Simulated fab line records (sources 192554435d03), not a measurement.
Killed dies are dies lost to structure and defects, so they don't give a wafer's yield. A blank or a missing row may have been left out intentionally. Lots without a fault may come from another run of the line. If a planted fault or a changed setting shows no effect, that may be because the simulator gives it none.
Lot-split experiment | flow n5_finfet | 7 lots, 21 wafers read, on a route of 1938 steps

## THE SPLIT ITSELF
At N5_BEOL_M1_ETCH_70 (etches SOC in N2/H2, target depth 80 nm, overetch 16 nm, time 120 s), the setting bias_w was moved away from the recipe's 150 W on 5 of the 21 wafers read, by -17.9% to -5.3%. All remaining wafers had this setting at the recipe value.

The split's own step is where the reading is taken.

## THE READING
rf_vpp_V, in V, at N5_BEOL_M1_ETCH_70 (etches SOC in N2/H2, target depth 80 nm, overetch 16 nm, time 120 s). A value of 524.1 V with a standard deviation of 2.2 V is what fault-free wafers of this fab line usually give.

wafer  | tool, chamber at the split | bias_w as run, W | against the recipe | rf_vpp_V, V | against lot-mates on the recipe
L088.3 | rie_diel-06, 1             | 150              | recipe             | 523.1       | -
L088.5 | rie_diel-06, 0             | 150              | recipe             | 524.6       | -
L088.6 | rie_diel-06, 1             | 150              | recipe             | 522.4       | -
L089.2 | rie_diel-03, 1             | 123.2            | -17.9%             | 460.6       | -65.5
L089.5 | rie_diel-03, 2             | 123.2            | -17.9%             | 464.3       | -61.8
L089.6 | rie_diel-03, 3             | 150              | recipe             | 526.1       | -
L090.4 | rie_diel-02, 1             | 150              | recipe             | 526.5       | -
L090.5 | rie_diel-02, 3             | 150              | recipe             | 522.0       | -
L090.6 | rie_diel-02, 0             | 150              | recipe             | 525.7       | -
L091.3 | rie_diel-06, 2             | 150              | recipe             | 521.8       | -
L091.4 | rie_diel-06, 0             | 150              | recipe             | 523.8       | -
L091.5 | rie_diel-06, 0             | 129.8            | -13.5%             | 478.2       | -44.6
L092.2 | rie_diel-02, 1             | 150              | recipe             | 523.3       | -
L092.4 | rie_diel-02, 2             | 150              | recipe             | 523.1       | -
L092.5 | rie_diel-02, 0             | 150              | recipe             | 526.4       | -
L094.1 | rie_diel-06, 3             | 150              | recipe             | 527.1       | -
L094.5 | rie_diel-06, 1             | 150              | recipe             | 522.9       | -
L094.6 | rie_diel-06, 2             | 150              | recipe             | 522.9       | -
L093.3 | rie_diel-03, 0             | 150              | recipe             | 523.1       | -
L093.4 | rie_diel-03, 1             | 142.1            | -5.3%              | 501.7       | -21.4
L093.5 | rie_diel-03, 1             | 142.1            | -5.3%              | 501.8       | -21.3

THE FIT
A straight line over all 21 wafers: rf_vpp_V changes by +3.47 V for each +1% of bias_w; r = +1.00; the points scatter about the line by 2.1 V.
The same after taking each lot's own level away (the mean of its wafers on the recipe; 21 wafers): +3.53 V for each +1%; r = +1.00; scatter 1.9 V.
On that fit, the largest move of bias_w shifts the reading by 63 V.
The lots' own levels span 522.80 to 526.10 V, that is 1.5 times the standard deviation above.
The two slopes are in agreement: the lot-to-lot level therefore moves the slope only a little.
Check: for one of the wafers moved furthest among these (-17.9%), held out of the fit, the line's prediction against its lot-mates is -61.9 V. It came out at -65.5 V against them.
Tool readings at the split's step, against how far the setting was moved: rf_vpp_V r = +1.00.

## THESE WAFERS: OTHER SPLITS
Before the reading, these wafers also passed through other splits. Each is held against what the fit with the lots' levels taken away leaves over:
other split on the same wafers | wafers away from the commonest value | r with rf_vpp_V (lot level and that fit taken away)
N5_BEOL_M1_COAT_61 spin_rpm    | 11                                   | +0.35

## FILE'S OWN FIT
rf_vpp_V changes by +3.5 V for each +1% of bias_w, r = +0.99.
